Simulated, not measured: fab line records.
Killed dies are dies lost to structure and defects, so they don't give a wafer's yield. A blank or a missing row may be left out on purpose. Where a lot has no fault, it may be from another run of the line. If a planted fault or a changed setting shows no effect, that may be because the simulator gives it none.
The same fault as seen by 2 desks + flow n5 finfet + only its own numbers are on each desk; what lay behind them is given at the end

## FOR THE TOOL OWNER'S DESK: rie diel-02
The tool's own readings at N5_BEOL_M4_VIA_ETCH_34 (etches the open film in C4F6/O2, target depth 69.4 nm, time 65.9 s): means of the sampled wafers that have a number, for each lot that ran on this tool. A lot is out of limits, marked OUT, if its mean lies more than 4 standard deviations from the usual mean; the brackets give that distance.
Columns: A = drypump motor current A at N5_BEOL_M4_VIA_ETCH_34, usual 5.8 A; B = oes product au at N5_BEOL_M4_VIA_ETCH_34, usual 0.77 a.u.; C = rf fwd power W at N5_BEOL_M4_VIA_ETCH_34, usual 347.0 W; D = rf vpp V at N5_BEOL_M4_VIA_ETCH_34, usual 665 V; E = showerhead plenum p Torr at N5_BEOL_M4_VIA_ETCH_34, usual 2.83 Torr; F = throttle valve pct at N5_BEOL_M4_VIA_ETCH_34, usual 30.9 %
| lot  | first seen here | A   | B    | C               | D              | E    | F    |
|------|-----------------|-----|------|-----------------|----------------|------|------|
| L140 | day 8 07:40     | 5.7 | 0.79 | 347.0           | 657            | 2.77 | 30.8 |
| L149 | day 10 12:57    | 5.9 | 0.78 | 263.1 (-70) OUT | 763 (+4.7) OUT | 2.75 | 30.6 |
| L150 | day 10 23:59    | 5.9 | 0.73 | 263.6 (-70) OUT | 775 (+5.2) OUT | 2.78 | 30.7 |
| L157 | day 13 07:22    | 5.6 | 0.71 | 347.5           | 667            | 2.79 | 30.9 |
| L161 | day 13 16:08    | 5.8 | 0.73 | 346.9           | 687            | 2.81 | 30.8 |
| L163 | day 14 02:16    | 5.6 | 0.77 | 347.1           | 642            | 2.78 | 31.0 |
This desk's finding: out of limits on L149, L150; first on L149, day 10 12:57 (rf fwd power W at N5_BEOL_M4_VIA_ETCH_34). L140, L157, L161, L163 stayed within limits.

## METROLOGY DESK
Means of the sampled wafers that have a number, per lot and without regard to the tool the lot ran on: this is what the gauges read. A lot is out of limits, marked OUT, if its mean lies more than 4 standard deviations from the usual mean; the brackets give that distance. Shown here are 7 of its 10 readings, the ones lying furthest out on some lot.
Columns: A = DIBL_N at N5_BEOL_M4_RC_MEAS_101, usual 36.0 mV/V; B = IOFF_P at N5_BEOL_M4_RC_MEAS_101, usual 0.21 nA/um; C = ION_N at N5_BEOL_M4_RC_MEAS_101, usual 671 uA/um; D = ION_P at N5_BEOL_M4_RC_MEAS_101, usual 461 uA/um; E = SS_N at N5_BEOL_M4_RC_MEAS_101, usual 71.5 mV/dec; F = SS_P at N5_BEOL_M4_RC_MEAS_101, usual 73.4 mV/dec; G = VT_P at N5_BEOL_M4_RC_MEAS_101, usual -250 mV
| lot  | first seen here | A    | B    | C   | D   | E    | F    | G    |
|------|-----------------|------|------|-----|-----|------|------|------|
| L140 | day 8 12:22     | 35.1 | 0.21 | 664 | 464 | 71.3 | 72.6 | -246 |
| L149 | day 10 17:22    | 35.3 | 0.23 | 676 | 468 | 71.6 | 73.2 | -249 |
| L150 | day 11 04:19    | 36.4 | 0.20 | 665 | 462 | 71.6 | 73.1 | -251 |
| L158 | day 12 21:49    | 35.4 | 0.24 | 669 | 466 | 71.4 | 73.8 | -246 |
| L157 | day 13 13:41    | 38.0 | 0.23 | 670 | 460 | 71.8 | 73.9 | -251 |
| L160 | day 13 18:57    | 36.4 | 0.23 | 675 | 467 | 72.1 | 73.3 | -249 |
| L162 | day 13 20:39    | 38.1 | 0.25 | 672 | 462 | 72.0 | 73.6 | -247 |
| L161 | day 13 21:25    | 36.8 | 0.26 | 683 | 469 | 71.6 | 73.5 | -247 |
| L163 | day 14 06:51    | 35.5 | 0.18 | 680 | 465 | 70.9 | 74.0 | -256 |
This desk's finding: nothing out of limits on any of the 9 lots.

## ALL TOGETHER
The tool owner's desk had the chance to raise an alarm at day 10 12:57 on L149, L150.
The metrology desk saw nothing out of limits.
The metrology desk holds a record of L149, L150, inside its limits.
All the named lots went through N5_BEOL_M4_VIA_ETCH_34 on rie diel-02.

## WHAT THE SIMULATOR HAD INSERTED
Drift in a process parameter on rie diel-02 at N5_BEOL_M4_VIA_ETCH_34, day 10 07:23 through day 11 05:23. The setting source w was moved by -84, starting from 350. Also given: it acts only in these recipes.
Shown lots that were struck: L149, L150.
Hours from the fault's start to each desk's first reading out of limits: the tool owner's desk, 6.
